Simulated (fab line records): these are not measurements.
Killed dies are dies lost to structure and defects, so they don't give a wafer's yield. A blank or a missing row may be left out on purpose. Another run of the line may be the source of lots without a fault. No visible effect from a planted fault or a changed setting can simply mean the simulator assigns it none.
fab line records | flow n5_finfet
record: lots: 4 wafers: 12 last_day: 22
route steps=1938 shown BEOL_M1@832 BEOL_M2@841 BEOL_M4@1111 PASSIVATION@1936
lots with no fault: from the same line, run without faults
start_h: hours from the record's first day to the start of the lot's first wafer shown | wait_h: how many hours have passed since the lot's step before this one | " same as the row above | L1.1+2: several wafers, shown together as one row | - no value, or no start given | * or withheld: withheld | < > ~ a bound
route shown NAME@n: names a module that has steps shown in the file, with the first one's number in the route | usual: mean/standard deviation taken from wafers without a fault | same: alike in all rows | chamber/n: place in a boat | sites: the reading at each site | _std_site: standard deviation of those values | _edge_site: mean of outer sites minus mean of inner sites | radius_mm: how far each site lies from the wafer's centre | mask NAME#n: copy n | behind: the most recent tool/chamber to have shaped the wafer | hold: why the lot was held/for how many hours/how that ended | device: transistor that didn't switch, given as n, p or np | end of line: the same wafers' tests at the end of the route | a step with no rows: only its recipe | killed: dies lost to structure and defects at the first sort, not the wafer's yield | map: dies across one wafer; x = killed, . = not, _ = none there
set.NAME: the run value of the setting; set.NAME@STEP: its run value at that earlier step | model.NAME: the simulator's own value behind a step, which no gauge read
a table for each step, a row for each wafer; lots at some steps of the route
services: a tool's chamber out of use, with start hour (start_h, from the record's first day; less than 0 if before it), hours out, and reason
== steps ==
step: N5_BEOL_M1_ANNEAL_51
recipe: temp_c: 225 time_s: 90 ambient: N2
step: N5_BEOL_M1_CMP_52
recipe: stop_on: SiOC t_overpolish_s: 6.8 down_force_psi: 1 platen_rpm: 50 clearing_platen_down_force_psi: 1.5 clearing_platen_rpm: 50 post_cmp_clean: cu_alkaline target_thk_nm: 40 clearing_platen_pad_velocity_m_s: 0.99484 pad_velocity_m_s: 0.99484
step: N5_BEOL_M1_PRE_CLEAN_60
recipe: gas: NH3/H2 time_s: 15 temp_c: * rf_power_w: 300
step: N5_BEOL_M1_CO_CAP_55
recipe: material: Co target_thk_a: 20 temp_c: 200 precursor: CCTBA/H2 pressure_torr: 30 time_s: 102.1
step: N5_BEOL_M1_PRE_CLEAN_56
recipe: gas: NH3 time_s: 15 temp_c: withheld rf_power_w: 300
step: N5_BEOL_M1_DEP_57
recipe: material: SiCN target_thk_a: 80 temp_c: withheld precursor: 3MS/NH3 pressure_torr: 3 rf_w: 202 time_s: 14
step: N5_BEOL_M2_ILD_DEP_00
recipe: material: SiOC target_thk_a: 790 temp_c: 350 precursor: DEMS/O2 pressure_torr: 5 rf_w: 500 time_s: 15.3
step: N5_BEOL_M2_PECVD_72
recipe: material: SiO2 target_thk_a: 160 temp_c: 400 precursor: TEOS/O2 pressure_torr: 5.5 rf_w: 450 teos_flow_sccm: 53.8 gas: O2 flow_sccm: 3000 time_s: 18
step: N5_BEOL_M2_HM_DEP_02
recipe: material: TiN target_thk_a: 200 temp_c: 25 chamber_pressure_pa: 0.49996
usual: throttle_valve_pct: 29.7/1.1
columns lot.wafer tool chamber start_h wait_h throttle_valve_pct
L795.1 pvd_sputter-02 - 160.18 0.5 31.1
L795.2 " - " " 28.7
L795.3 " - " " 30.0
L800.3 pvd_sputter-02 - 185.27 0.6 28.8
L800.5 " - " " 28.5
L800.6 " - " " 28.8
L801.2 pvd_sputter-01 - 192.45 0.8 29.7
L801.4 " - " " 28.5
L801.5 " - " " 28.4
L802.1 pvd_sputter-02 - 197.03 0.6 30.1
L802.5 " - " " 30.9
L802.6 " - " " 30.2
step: N5_BEOL_M2_COAT_61
recipe: resist: SOC temp_c: 250 time_s: 60 spin_rpm: 1500 resist_thk_nm: 60
step: N5_BEOL_M2_COAT_62
recipe: resist: SiARC temp_c: 220 time_s: 60 spin_rpm: 1500 resist_thk_nm: 12
step: N5_BEOL_M2_COAT_73
recipe: resist: underlayer temp_c: 205 time_s: 60 spin_rpm: 1500 resist_thk_nm: 5
step: N5_BEOL_M2_COAT_05
recipe: resist: CAR-EUV spin_rpm: 1500 resist_thk_nm: 30
step: N5_BEOL_M2_EBR_07
recipe: solvent: PGMEA ebr_width_mm: 1.5
step: N5_BEOL_M2_SOFTBAKE_06
recipe: temp_c: 110 time_s: 60 resist: CAR-EUV
step: N5_BEOL_M2_EXPOSE_08
recipe: mask_id: M2 na: 0.33 source_shape: dipole sigma_inner: 0.369 sigma_outer: 0.767 polarization: unpolarized dose_mj: 41.25
step: N5_BEOL_M2_PEB_09
recipe: peb_temp_c: 100 peb_time_s: 60 resist: CAR-EUV
step: N5_BEOL_M2_DEVELOP_10
recipe: develop_time_s: 30 developer: TMAH resist: CAR-EUV rinse_liquid: surfactant_rinse dry: air_spin dev_temp_c: 23
step: N5_BEOL_M2_INSPECT_13
recipe: mode: adi inspect_instrument: brightfield
usual: raw_defect_count: 379/82
columns lot.wafer tool chamber start_h wait_h raw_defect_count
L795.1 defect_inspect-02 - 160.78 0.1 342
L795.2 " - " " 414
L795.3 " - " " 559
L800.3 defect_inspect-01 - 185.75 0.0 1009
L800.5 " - " " 937
L800.6 " - " " 1017
L801.2 defect_inspect-01 - 192.94 0.0 291
L801.4 " - " " 362
L801.5 " - " " 326
L802.1 defect_inspect-01 - 198.45 0.1 989
L802.5 " - " " 1062
L802.6 " - " " 1083
step: N5_BEOL_M2_DESCUM_16
recipe: chemistry: O2 time_s: 7 source_power_w: 50 bias_power_w: 20 pressure_mtorr: 20 rf_frequency_hz: 2.712e+07 temp_c: 40 resist: CAR-EUV o2_flow_sccm: 225
step: N5_BEOL_M4_RC_MEAS_101
usual: DIBL_N: 36.3/1.1 DIBL_P: 36.3/1.4 IOFF_N: 0.155/0.019 IOFF_P: 0.211/0.027 ION_N: 672/8.5 ION_P: 462/5.8 SS_N: 71.5/0.56 SS_P: 73.3/0.52 VT_N: 249.9/2.5 VT_P: -249.8/2.8
columns lot.wafer tool chamber start_h wait_h DIBL_N[mV/V] DIBL_P[mV/V] IOFF_N[nA/um] IOFF_P[nA/um] ION_N[uA/um] ION_P[uA/um] SS_N[mV/dec] SS_P[mV/dec] VT_N[mV] VT_P[mV]
L795.1 prober-01 0 228.39 0.0 36.2 36.4 0.158 0.187 679 458 71.1 73.5 246.5 -251.5
L795.2 " 0 " " 35.3 35.3 0.145 0.165 671 450 71.6 72.4 248.8 -254.5
L795.3 " 0 " " 36.3 37.8 0.167 0.203 676 466 72.0 73.7 247.9 -251.5
L800.3 prober-02 0 289.88 0.3 35.3 35.3 0.149 0.185 672 461 71.3 73.5 249.7 -252.8
L800.5 " 0 " " 36.5 37.0 0.173 0.213 683 468 71.7 73.4 246.0 -247.2
L800.6 " 0 " " 37.4 37.2 0.183 0.226 678 457 71.5 73.6 247.7 -249.5
L802.1 prober-02 0 311.05 0.0 37.1 38.0 0.147 0.188 670 454 71.0 73.7 251.5 -250.6
L802.5 " 0 " " 36.5 37.2 0.148 0.181 670 455 71.5 72.3 249.4 -254.8
L802.6 " 0 " " 36.9 37.3 0.154 0.184 675 455 70.8 73.3 250.4 -252.2
L801.2 prober-02 0 399.79 0.2 37.0 38.3 0.162 0.214 675 466 71.3 73.5 246.4 -249.6
L801.4 " 0 " " 33.6 32.5 0.105 0.142 658 454 70.4 72.8 255.7 -256.8
L801.5 " 0 " " 34.7 34.7 0.118 0.173 652 458 70.4 73.1 253.0 -253.3
step: N5_PASSIVATION_PROBE_49
usual: defect_limited_yield: 91.4/1.2 killed_at_M0_to_M3: 34/10 killed_at_M4_up: 14/5.1 killed_at_contacts: 12/6.4 killed_at_front_end: 38/9.3 killed_at_other: 4/3 killed_dies: 102/15 killed_open: 67/12 killed_short: 33/6.9 sort_bin_5_function: 5.0/0.86 sort_bin_6_memory: 3.2/0.58 sort_n_pass: 1078/15 sort_yield_pct: 91.4/1.2
same: gross_dies: 1180 killed_at_back_side: 0 sort_bin_4_leakage[%]: 0 sort_bin_8_speed[%]: 0
columns lot.wafer tool chamber start_h wait_h defect_limited_yield[%] killed_at_M0_to_M3 killed_at_M4_up killed_at_contacts killed_at_front_end killed_at_other killed_dies killed_open killed_short sort_bin_5_function[%] sort_bin_6_memory[%] sort_n_pass sort_yield_pct[%]
L795.1 prober-01 - 337.65 0.0 91.6 42 14 9 33 1 99 68 25 4.3 3.5 1081 91.6
L795.2 prober-01 - 337.70 0.1 90.1 53 13 9 40 2 117 77 38 6.3 3.3 1063 90.1
L795.3 prober-01 - 337.75 0.1 91.3 38 13 11 39 2 103 63 39 5.3 3.2 1077 91.3
L800.3 prober-01 - 388.63 0.1 80.5 156 13 14 43 4 230 68 32 12.2 4.7 950 80.5
L800.5 prober-01 - 388.73 0.2 82.7 150 13 15 26 0 204 59 24 10.4 4.4 976 82.7
L800.6 prober-01 - 388.78 0.3 82.9 151 14 19 18 0 202 52 18 11.4 3.6 978 82.9
L802.1 prober-02 - 422.19 0.4 84.8 128 13 11 18 9 179 48 28 9.8 3.2 1001 84.8
L802.5 prober-02 - 422.39 0.6 84.2 136 9 6 31 5 187 52 23 9.5 4.0 993 84.2
L802.6 prober-02 - 422.44 0.6 85.3 117 12 4 33 8 174 47 33 9.3 3.0 1006 85.3
killed by level:class
L795.1 BEOL_M3:geometric_particle:open=14 FIN_SAQP:geometric_particle:open=13 BEOL_M0_SAQP:geometric_particle:open=9 MOL_CONTACT_COAG:geometric_particle:open=8 BEOL_M0_SAQP:geometric_particle:short=7 BEOL_M4:geometric_particle:open=7 BEOL_M1:geometric_particle:open=4 HKMG_FIN:area_etch=4
L795.2 BEOL_M0_SAQP:geometric_particle:open=17 BEOL_M3:geometric_particle:open=15 FIN_SAQP:geometric_particle:open=14 FIN_SAQP:geometric_particle:short=10 BEOL_M0_SAQP:geometric_particle:short=8 MOL_CONTACT_COAG:geometric_particle:open=7 BEOL_M1:geometric_particle:open=6 BEOL_M4:geometric_particle:open=5
L795.3 FIN_SAQP:geometric_particle:short=16 BEOL_M2:geometric_particle:open=11 FIN_SAQP:geometric_particle:open=9 MOL_CONTACT_COAG:geometric_particle:open=9 BEOL_M4:geometric_particle:open=7 BEOL_M0_SAQP:geometric_particle:short=6 BEOL_M3:geometric_particle:short=6 STI_FIN_REVEAL:geometric_particle:open=5
L800.3 BEOL_M2:unspecified=128 FIN_SAQP:geometric_particle:short=13 STI_FIN_REVEAL:geometric_particle:open=13 MOL_CONTACT_COAG:geometric_particle:open=12 FIN_SAQP:geometric_particle:open=7 BEOL_M2:geometric_particle:open=7 BEOL_M4:geometric_particle:open=6 BEOL_M0_SAQP:geometric_particle:open=5
L800.5 BEOL_M2:unspecified=120 FIN_SAQP:geometric_particle:open=8 MOL_CONTACT_COAG:geometric_particle:open=8 MOL_CONTACT_COAG:geometric_particle:short=7 BEOL_M0_SAQP:geometric_particle:open=7 BEOL_M4:geometric_particle:open=6 BEOL_M0_SAQP:geometric_particle:short=5 BEOL_M1:geometric_particle:open=5
L800.6 BEOL_M2:unspecified=130 MOL_CONTACT_COAG:geometric_particle:open=16 BEOL_M0_SAQP:geometric_particle:open=7 BEOL_M3:geometric_particle:open=5 FIN_SAQP:geometric_particle:open=3 BEOL_M0_SAQP:geometric_particle:short=3 GATE_CUT:geometric_particle:open=3 MOL_CONTACT_COAG:geometric_particle:short=3
L802.1 BEOL_M2:unspecified=99 MOL_CONTACT_COAG:geometric_particle:open=10 BEOL_M0_SAQP:geometric_particle:open=8 BEOL_M0_SAQP:geometric_particle:short=6 STI_FIN_REVEAL:geometric_particle:open=5 BEOL_M2:geometric_particle:open=5 DUMMY_GATE:geometric_particle:open=4 GATE_CUT:geometric_particle:short=3
L802.5 BEOL_M2:unspecified=108 FIN_SAQP:geometric_particle:open=7 BEOL_M2:geometric_particle:open=6 BEOL_M0_SAQP:geometric_particle:short=6 BEOL_M0_SAQP:geometric_particle:open=5 BEOL_M3:geometric_particle:open=5 GATE_CUT:geometric_particle:open=4 GATE_CUT:geometric_particle:short=4
L802.6 BEOL_M2:unspecified=93 FIN_SAQP:geometric_particle:open=7 BEOL_M4:geometric_particle:open=6 FIN_SAQP:geometric_particle:short=5 BEOL_M0_SAQP:geometric_particle:open=5 DUMMY_GATE:geometric_particle:open=4 BEOL_M0_SAQP:geometric_particle:short=4 BEOL_M1:geometric_particle:open=4
map L800.3 (x killed, . not)
_________________............________________
______________.x......x........._____________
___________.............x..x.......__________
__________...x.x...................._________
________.....................x...x...._______
_______x.x..x................x.........______
______...............................x.._____
_____x.....x...........x......x.....x..x.____
____..............x..............x........___
___......x.......x..x..............x...x...__
___.............x....x.............x.......__
__..................x...........x..xx......._
__.x..............xx....x..........x........_
_......x....x......x...x.xxx.....x.....x.....
_.............x..........x............x..x...
_................xx.....x..............x....x
_.....x.........x............................
_..x......x....................x.............
_...............x..................x.........
_..........x.....xx...xxx....................
_..x.............x..x..xx.xxxx...............
__...........x.....xxxxxxxxxx..xx..x......x._
__....xx.........xxxx.xxxxxxxxx........xx..._
___....xx.....x..x.xxxxxxxxxxxxx.x.........__
___.........x......xxxxxxxxxxxxx.......x...__
____....x.....x....xxxxxxxxxxxxx..........___
_____..x....xx..x..xxxxxxxxxxxxx.........____
______.x........xx.xxxxxxxxxxxxx......x._____
_______.............xxxxxxx.xxxx..x....______
________..x........xxxxxxxxxxx........_______
__________...........x..x.xxx......x_________
___________.x.......x...xx.........__________
______________x..x.............._____________
_________________......x..x..________________
map L802.5 (x killed, . not)
_________________..x.........________________
______________............x....._____________
___________.....x.....x............__________
__________.x.......................x_________
________......................x......._______
_______x...x...............x.......x...______
______xx.................x.........x...._____
_____....................................____
____x.x.................x......x...x......___
___.....................................x..__
___........................x...x.....xx....__
__.........................................._
__.......x............x.......x............._
_........................xx..................
_.....................................x......
_..x...x.................x.x........x........
_.........x.............................xx...
_......x.......x.................x...........
_.......x.....x....x...........x.....x.......
_.......................x.x.........x........
_x...................................x....x..
__.........x..x........x............x......._
__.........x..x...x..x..................xx.._
___..x.......xxx.x...x...................x.__
___....x..xxxxxx.xx..............x..x......__
____......xxxxxxxxx........x....x.x.......___
_____xx..xxxxxxxxxxxxx.................x.____
______xxxxxxxxxxxxxx.x............x....._____
_______.xxxxxxxxxxxxxx.................______
________.xxxxxxxxxxxx.x...x..........._______
__________xxxxxxxxxxx.....x........._________
___________xxxxxxxxxx..............__________
______________xxxxxxx.........x._____________
_________________xxx..x......________________
== services ==
columns tool chamber start_h hours kind
pvd_sputter-01 - 138.92 4.7 repair
pvd_sputter-02 - 163.68 5.1 repair
== key ==
first_sign: step: N5_BEOL_M2_INSPECT_13 reading: raw_defect_count direction: up sigmas: 7.8 usual: 379 struck: 1016
effect: step: N5_PASSIVATION_PROBE_49 reading: killed_at_M0_to_M3 direction: up sigmas: 10 usual: 34 struck: 140
more_kills_born_at: N5_BEOL_M2_HM_DEP_02@pvd_sputter-02: 678
met_at N5_BEOL_M2_HM_DEP_02
struck_wafers L800.3,L800.5,L800.6,L802.1,L802.5,L802.6
onset_between 160.18 185.27
fault: kind: chamber_particle_source tool: pvd_sputter-02 chamber: - onset_h: 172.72 steps: N5_BEOL_M2_HM_DEP_02 rate_per_visit_cm2: 1.0297 end_h: 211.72
